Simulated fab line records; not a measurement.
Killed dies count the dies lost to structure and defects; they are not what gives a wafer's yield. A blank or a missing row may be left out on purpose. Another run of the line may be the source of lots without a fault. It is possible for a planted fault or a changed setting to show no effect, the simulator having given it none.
Split-lot experiment + flow n5_finfet + 7 lots, 21 wafers read, on a route of 1938 steps

THE SPLIT ITSELF
At N5_BEOL_M10_PEB_26 (peb time 60 s), the setting peb_time_s was moved away from the recipe's 60 s on 8 of the 21 wafers read, by -17.7% to +20.8%. For the rest of the wafers, this setting stayed at what the recipe calls for.

FROM THE SPLIT ON TO THE READING: in between, the file shows 1 step
- N5_BEOL_M10_DEVELOP_27: develop time 30 s

THE READING
Shown in nm: cd_nm at N5_BEOL_M10_CD_MEAS_28, with target cd 70 nm. A value of 69.9 nm with a standard deviation of 1.1 nm is what fault-free wafers of this fab line usually give.

| wafer  | tool, chamber at the split | peb_time_s as run, s | against the recipe | cd_nm, nm | against lot-mates on the recipe |
|--------|----------------------------|----------------------|--------------------|-----------|---------------------------------|
| L076.1 | litho_track-05, 0          | 60                   | recipe             | 68.9      | -                               |
| L076.3 | litho_track-05, 0          | 60                   | recipe             | 69.5      | -                               |
| L076.5 | litho_track-05, 0          | 60                   | recipe             | 69.8      | -                               |
| L077.2 | litho_track-03, 0          | 64.72                | +7.9%              | 71.7      | +1.4                            |
| L077.3 | litho_track-03, 0          | 60                   | recipe             | 70.3      | -                               |
| L077.6 | litho_track-03, 0          | 64.72                | +7.9%              | 72.8      | +2.5                            |
| L078.3 | litho_track-05, 0          | 60                   | recipe             | 71.7      | -                               |
| L078.4 | litho_track-05, 0          | 69.85                | +16.4%             | 78.2      | +7.1                            |
| L078.6 | litho_track-05, 0          | 60                   | recipe             | 70.4      | -                               |
| L080.3 | litho_track-05, 0          | 52.08                | -13.2%             | 62.8      | -7.4                            |
| L080.4 | litho_track-05, 0          | 52.08                | -13.2%             | 62.4      | -7.8                            |
| L080.5 | litho_track-05, 0          | 60                   | recipe             | 70.2      | -                               |
| L083.3 | litho_track-02, 0          | 72.49                | +20.8%             | 76.8      | +7.1                            |
| L083.5 | litho_track-02, 0          | 60                   | recipe             | 69.7      | -                               |
| L083.6 | litho_track-02, 0          | 60                   | recipe             | 69.6      | -                               |
| L086.1 | litho_track-05, 0          | 66.68                | +11.1%             | 75.8      | +6.1                            |
| L086.3 | litho_track-05, 0          | 60                   | recipe             | 68.8      | -                               |
| L086.5 | litho_track-05, 0          | 60                   | recipe             | 70.6      | -                               |
| L091.1 | litho_track-02, 0          | 60                   | recipe             | 68.7      | -                               |
| L091.3 | litho_track-02, 0          | 49.36                | -17.7%             | 60.3      | -8.0                            |
| L091.4 | litho_track-02, 0          | 60                   | recipe             | 67.9      | -                               |

THE FIT
A straight line over all 21 wafers: cd_nm changes by +0.468 nm for each +1% of peb_time_s; r = +0.97; the points scatter about the line by 1.1 nm.
The same after taking each lot's own level away (the mean of its wafers on the recipe; 21 wafers): +0.443 nm for each +1%; r = +0.97; scatter 0.96 nm.
Per that fit: largest peb_time_s move, reading shift of 9.2 nm.
The lots' own levels span 68.30 to 71.05 nm, that is 2.5 times the standard deviation above.
So the lot-to-lot level changes the slope little: the two slopes agree.
Check: for one of the wafers moved furthest among these (+20.8%), held out of the fit, the line's prediction against its lot-mates is +9.56 nm. It came out at +7.15 nm against them.

FILE'S OWN FIT
cd_nm changes by +0.431 nm for each +1% of peb_time_s, r = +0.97.
